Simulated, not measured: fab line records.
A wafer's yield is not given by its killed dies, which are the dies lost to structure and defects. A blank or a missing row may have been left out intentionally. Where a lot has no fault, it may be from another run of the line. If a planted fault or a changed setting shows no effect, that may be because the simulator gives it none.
The tool behind it: which one? + flow n5 finfet + Sampling: 9 lots, 27 wafers, 6 of 1938 route steps

## WHAT EACH GAUGE READ, for each wafer
N5_BEOL_M1_RS_MEAS_58: the measuring method here is four-point-probe.
| lot  | measured     | on            | M1_RS (ohm/sq) |
|------|--------------|---------------|----------------|
| L300 | day 6 19:18  | film metro-02 | 0.69 0.69 0.69 |
| L302 | day 7 05:07  | film metro-01 | 0.73 0.72 0.69 |
| L305 | day 8 00:16  | film metro-02 | 0.64 0.59 0.64 |
| L307 | day 9 06:01  | film metro-02 | 0.65 0.59 0.62 |
| L308 | day 9 06:47  | film metro-01 | 0.67 0.66 0.63 |
| L311 | day 9 16:22  | film metro-02 | 0.75 0.74 0.68 |
| L313 | day 9 18:58  | film metro-01 | 0.66 0.63 0.66 |
| L318 | day 11 05:09 | film metro-01 | 0.71 0.68 0.61 |
| L322 | day 12 15:35 | film metro-01 | 0.76 0.68 0.62 |

N5_BEOL_M1_INSPECT_59: inspects for defects (darkfield).
| lot  | measured     | on                | raw defect count |
|------|--------------|-------------------|------------------|
| L300 | day 6 19:19  | defect inspect-01 | 89 88 60         |
| L302 | day 7 05:08  | defect inspect-02 | 105 95 98        |
| L305 | day 8 00:17  | defect inspect-02 | 130 68 113       |
| L307 | day 9 06:02  | defect inspect-02 | 68 71 76         |
| L308 | day 9 06:48  | defect inspect-02 | 63 70 74         |
| L311 | day 9 16:23  | defect inspect-02 | 58 341 71        |
| L313 | day 9 18:59  | defect inspect-01 | 97 68 68         |
| L318 | day 11 05:10 | defect inspect-01 | 66 104 155       |
| L322 | day 12 15:37 | defect inspect-02 | 84 66 132        |

N5_BEOL_M4_RC_MEAS_101.
| lot  | measured     | on        | DIBL_N (mV/V)  | DIBL_P (mV/V)  | IOFF_N (nA/um) | IOFF_P (nA/um) | ION_N (uA/um) | ION_P (uA/um) | SS_N (mV/dec)  | SS_P (mV/dec)  | VT_N (mV)   | VT_P (mV)      |
|------|--------------|-----------|----------------|----------------|----------------|----------------|---------------|---------------|----------------|----------------|-------------|----------------|
| L300 | day 8 03:11  | prober-02 | 36.6 37.2 39.9 | 38.2 38.7 40.6 | 0.15 0.17 0.22 | 0.21 0.21 0.24 | 675 677 694   | 463 462 465   | 72.2 71.7 72.0 | 74.0 73.7 74.3 | 249 247 244 | -253 -252 -250 |
| L302 | day 8 08:12  | prober-01 | 34.9 33.9 35.2 | 32.6 32.0 33.4 | 0.12 0.12 0.12 | 0.14 0.14 0.16 | 657 679 667   | 449 461 458   | 71.3 71.2 72.2 | 72.2 71.5 72.7 | 255 252 252 | -257 -254 -254 |
| L305 | day 9 02:43  | prober-02 | 35.6 37.4 39.1 | 35.6 38.3 40.9 | 0.13 0.18 0.22 | 0.17 0.21 0.25 | 668 698 689   | 453 470 470   | 70.7 71.8 71.8 | 74.0 73.4 74.5 | 255 249 247 | -256 -251 -250 |
| L307 | day 10 08:27 | prober-02 | 36.1 37.5 34.2 | 37.4 40.0 36.7 | 0.15 0.18 0.13 | 0.18 0.22 0.17 | 668 683 663   | 453 461 454   | 72.2 72.6 71.3 | 73.5 73.6 73.4 | 252 249 255 | -254 -251 -255 |
| L308 | day 10 09:13 | prober-01 | 36.1 34.5 35.3 | 35.9 33.3 34.8 | 0.14 0.12 0.13 | 0.20 0.17 0.19 | 680 670 670   | 464 462 464   | 71.7 70.9 72.1 | 72.7 72.8 73.1 | 251 253 254 | -251 -254 -253 |
| L311 | day 10 20:01 | prober-02 | 32.9 34.6 35.7 | 34.8 36.6 38.1 | 0.12 0.14 0.16 | 0.17 0.19 0.21 | 679 674 683   | 470 462 466   | 70.5 70.4 71.0 | 72.2 72.8 73.8 | 253 253 252 | -253 -251 -252 |
| L313 | day 11 13:28 | prober-01 | 38.1 36.2 38.5 | 37.1 34.5 36.3 | 0.21 0.17 0.20 | 0.23 0.20 0.22 | 688 685 688   | 457 465 464   | 72.2 71.8 71.9 | 73.6 73.4 73.7 | 243 244 248 | -248 -252 -250 |
| L318 | day 12 18:06 | prober-01 | 38.9 36.7 36.8 | 39.7 36.8 36.7 | 0.17 0.14 0.15 | 0.22 0.18 0.19 | 672 672 663   | 453 453 451   | 71.4 71.7 70.7 | 73.8 72.7 72.7 | 251 252 248 | -253 -253 -253 |
| L322 | day 14 03:27 | prober-01 | 38.0 35.9 34.6 | 39.9 36.3 34.2 | 0.19 0.15 0.13 | 0.26 0.20 0.17 | 672 660 675   | 464 453 457   | 71.5 71.2 71.2 | 73.8 73.0 72.9 | 249 252 250 | -245 -250 -249 |

## EACH LOT AND THE TOOL THAT RAN IT (in order: tool; ch and the chambers of the sampled wafers; start)
| lot  | N5_BEOL_M1_CMP_52             | N5_BEOL_M1_PRE_CLEAN_60         | N5_BEOL_M1_CO_CAP_55            |
|------|-------------------------------|---------------------------------|---------------------------------|
| L300 | cmp-02 ch 1,2, day 6 18:47    | cvd co-01 ch 1,2, day 6 19:04   | cvd co-01 ch 1,2, day 6 19:07   |
| L302 | cmp-02 ch 0,1,2, day 7 04:36  | cvd co-01 ch 0,2, day 7 04:54   | cvd co-01 ch 0,2, day 7 04:56   |
| L305 | cmp-01 ch 1,2,3, day 7 23:45  | cvd co-02 ch 0,1, day 8 00:02   | cvd co-02 ch 0,1, day 8 00:05   |
| L307 | cmp-03 ch 0,2,3, day 9 05:28  | cvd co-02 ch 0,1, day 9 05:47   | cvd co-02 ch 0,1, day 9 05:50   |
| L308 | cmp-03 ch 0,2,3, day 9 06:16  | cvd co-01 ch 0,2, day 9 06:34   | cvd co-01 ch 0,2, day 9 06:36   |
| L311 | cmp-02 ch 0,1,3, day 9 15:48  | cvd co-01 ch 0,1, day 9 16:08   | cvd co-01 ch 0,1, day 9 16:10   |
| L313 | cmp-03 ch 0,1,3, day 9 18:22  | cvd co-02 ch 0,1,2, day 9 18:42 | cvd co-02 ch 0,1,2, day 9 18:44 |
| L318 | cmp-03 ch 0,2,3, day 11 04:35 | cvd co-02 ch 0,1, day 11 04:55  | cvd co-02 ch 0,1, day 11 04:58  |
| L322 | cmp-01 ch 0,1,2, day 12 15:01 | cvd co-02 ch 0,1, day 12 15:22  | cvd co-02 ch 0,1, day 12 15:25  |
- N5_BEOL_M1_CMP_52: polishes, stops on SiOC, t overpolish 6.8 s, target thk 40 nm.
- N5_BEOL_M1_PRE_CLEAN_60: time 15 s.
- N5_BEOL_M1_CO_CAP_55: material Co, precursor CCTBA/H2, target thk 2 nm, time 102.1 s.

## WHAT THE TOOLS THEMSELVES READ (means of the sampled wafers that have a number; where no wafer has one, the mark that the record gives instead)
N5_BEOL_M1_CMP_52.
| lot  | tool   | barrier field endpoint s (s) | clearing platen rpm (rpm) | motor current A (A) | overpolish run s (s) | pad life wafers | time to endpoint s (s) |
|------|--------|------------------------------|---------------------------|---------------------|----------------------|-----------------|------------------------|
| L300 | cmp-02 | 25.0                         | 49.961                    | 6.1                 | 6.797                | 163             | 62                     |
| L302 | cmp-02 | 24.5                         | 49.983                    | 6.1                 | 6.808                | 248             | 58                     |
| L305 | cmp-01 | 25.1                         | 49.994                    | 5.9                 | 6.794                | 1544            | 66                     |
| L307 | cmp-03 | 26.1                         | 50.010                    | 6.2                 | 6.800                | 967             | 66                     |
| L308 | cmp-03 | 25.4                         | 49.980                    | 6.2                 | 6.806                | 974             | 66                     |
| L311 | cmp-02 | 24.5                         | 50.005                    | 6.2                 | 6.801                | 517             | 58                     |
| L313 | cmp-03 | 24.0                         | 49.979                    | 5.8                 | 6.804                | 1052            | 64                     |
| L318 | cmp-03 | 25.4                         | 49.955                    | 6.1                 | 6.805                | 1297            | 67                     |
| L322 | cmp-01 | 24.7                         | 49.963                    | 6.3                 | 6.798                | 230             | 63                     |

N5_BEOL_M1_PRE_CLEAN_60.
| lot  | tool      | heater power w (W) |
|------|-----------|--------------------|
| L300 | cvd co-01 | 63                 |
| L302 | cvd co-01 | 82                 |
| L305 | cvd co-02 | 84                 |
| L307 | cvd co-02 | 85                 |
| L308 | cvd co-01 | 84                 |
| L311 | cvd co-01 | 86                 |
| L313 | cvd co-02 | 78                 |
| L318 | cvd co-02 | 81                 |
| L322 | cvd co-02 | 81                 |

N5_BEOL_M1_CO_CAP_55.
| lot  | tool      | heater power w (W) |
|------|-----------|--------------------|
| L300 | cvd co-01 | 211                |
| L302 | cvd co-01 | 236                |
| L305 | cvd co-02 | 236                |
| L307 | cvd co-02 | 233                |
| L308 | cvd co-01 | 234                |
| L311 | cvd co-01 | 240                |
| L313 | cvd co-02 | 227                |
| L318 | cvd co-02 | 234                |
| L322 | cvd co-02 | 230                |

## THE ANSWER, worked out from the rows above alone
Rule: usual is defined by the lots themselves. The widest of any qualifying gaps counts: lots, ordered by their means at a reading, are off when they make up no more than a third of the lots, leave a main group of 4 or more, and stand apart from it by 3 or more times the standard deviation of that group's means. A main group is skipped when, at the precision printed for the reading in the tables above, its means are all equal. Also off: a lot with no number at a reading for which 4 or more lots have one. Any other lot the step has rows for is counted as sound. The gauges are gone through in route order, then the tools' own readings, and for those a lot's mean is taken as printed above. At the first step where some lot is off, the reading lying furthest off is the one used; lots without a number count as furthest.
Off: L311, at N5_BEOL_M1_INSPECT_59 (raw defect count). For the main group the mean is 88 and the standard deviation 14.
If a tool, at a process step before that reading, ran all the lots that are off and no sound lot after the first of them, it fits. Those tools and the gauges at N5_BEOL_M1_INSPECT_59 are tried in the same way. This does not decide it: 2 tools fit, namely cmp-02 at N5_BEOL_M1_CMP_52 and cvd co-01 at N5_BEOL_M1_PRE_CLEAN_60 and N5_BEOL_M1_CO_CAP_55.

## WHAT THE SIMULATOR HAD PUT IN
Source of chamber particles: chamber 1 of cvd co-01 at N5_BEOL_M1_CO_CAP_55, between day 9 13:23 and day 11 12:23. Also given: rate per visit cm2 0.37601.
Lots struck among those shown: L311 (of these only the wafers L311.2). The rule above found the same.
